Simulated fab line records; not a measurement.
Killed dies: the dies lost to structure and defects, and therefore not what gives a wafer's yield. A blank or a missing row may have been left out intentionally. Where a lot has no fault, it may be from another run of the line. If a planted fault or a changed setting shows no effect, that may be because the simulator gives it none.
Which tool is to blame? + flow nand-harc + 6 lots with 18 wafers sampled at 5 steps, on a route of 1159 steps

WHAT EACH GAUGE READ, for each wafer
NHARC_P_GATE_INSPECT_68.
| lot  | measured     | on                | raw-defect-count |
|------|--------------|-------------------|------------------|
| L139 | day 6 02:58  | defect-inspect-01 | 125 193 177      |
| L140 | day 6 09:22  | defect-inspect-01 | 279 235 260      |
| L143 | day 6 22:49  | defect-inspect-02 | 184 117 187      |
| L144 | day 7 18:11  | defect-inspect-02 | 310 248 340      |
| L155 | day 10 00:32 | defect-inspect-01 | 580 196 184      |
| L159 | day 11 00:14 | defect-inspect-01 | 167 263 230      |

TOOL THAT RAN EACH LOT (tool first, then ch and the chambers of the sampled wafers, then the start)
| lot  | NHARC_P_GATE_DESCUM_31            | NHARC_P_GATE_DESCUM_48             | NHARC_P_GATE_STRIP_111               | NHARC_P_GATE_RTA_64              |
|------|-----------------------------------|------------------------------------|--------------------------------------|----------------------------------|
| L139 | rie-diel-03 ch 0,1, day 5 07:54   | rie-diel-03 ch 0,2,3, day 5 20:02  | plasma-asher-01 ch 0,1, day 5 20:34  | rtp-anneal-01 ch 0, day 6 01:46  |
| L140 | rie-diel-11 ch 0,2,3, day 5 15:01 | rie-diel-12 ch 1,2,3, day 6 03:05  | plasma-asher-01 ch 0,1, day 6 03:29  | rtp-anneal-01 ch 0, day 6 08:05  |
| L143 | rie-diel-11 ch 0,2,3, day 6 04:28 | rie-diel-12 ch 1,2,3, day 6 16:26  | plasma-asher-02 ch 0,1, day 6 16:49  | rtp-anneal-02 ch 0, day 6 21:31  |
| L144 | rie-diel-03 ch 1,2,3, day 6 20:57 | rie-diel-11 ch 1,2,3, day 7 11:37  | plasma-asher-02 ch 0,1, day 7 11:57  | rtp-anneal-01 ch 0, day 7 16:45  |
| L155 | rie-diel-12 ch 0,1,3, day 9 06:07 | rie-diel-03 ch 0,2, day 9 18:05    | plasma-asher-01 ch 0,1, day 9 18:27  | rtp-anneal-02 ch 0, day 9 23:17  |
| L159 | rie-diel-11 ch 2,3, day 10 04:59  | rie-diel-12 ch 0,1,2, day 10 17:43 | plasma-asher-02 ch 0,1, day 10 18:08 | rtp-anneal-02 ch 0, day 10 22:56 |
- NHARC_P_GATE_DESCUM_31: chemistry O2, time 3 s.
- NHARC_P_GATE_DESCUM_48: chemistry O2, time 3 s.
- NHARC_P_GATE_STRIP_111: strips in N2/H2, time 250 s.
- NHARC_P_GATE_RTA_64: time 1 s.

THE ANSWER, worked out from the rows above alone
Rule: usual is defined by the lots themselves. The widest of any qualifying gaps counts: lots, ordered by their means at a reading, are off when they make up no more than a third of the lots, leave a main group of 4 or more, and stand apart from it by 3 or more times the standard deviation of that group's means. A main group whose means are all the same, to the digits that the tables above print for the reading, isn't used. Also off: a lot with no number at a reading for which 4 or more lots have one. The other lots that the step has rows for count as sound.
No lot is off on any of the readings shown, so nothing can be concluded from this.

WHAT THE SIMULATOR HAD PUT IN
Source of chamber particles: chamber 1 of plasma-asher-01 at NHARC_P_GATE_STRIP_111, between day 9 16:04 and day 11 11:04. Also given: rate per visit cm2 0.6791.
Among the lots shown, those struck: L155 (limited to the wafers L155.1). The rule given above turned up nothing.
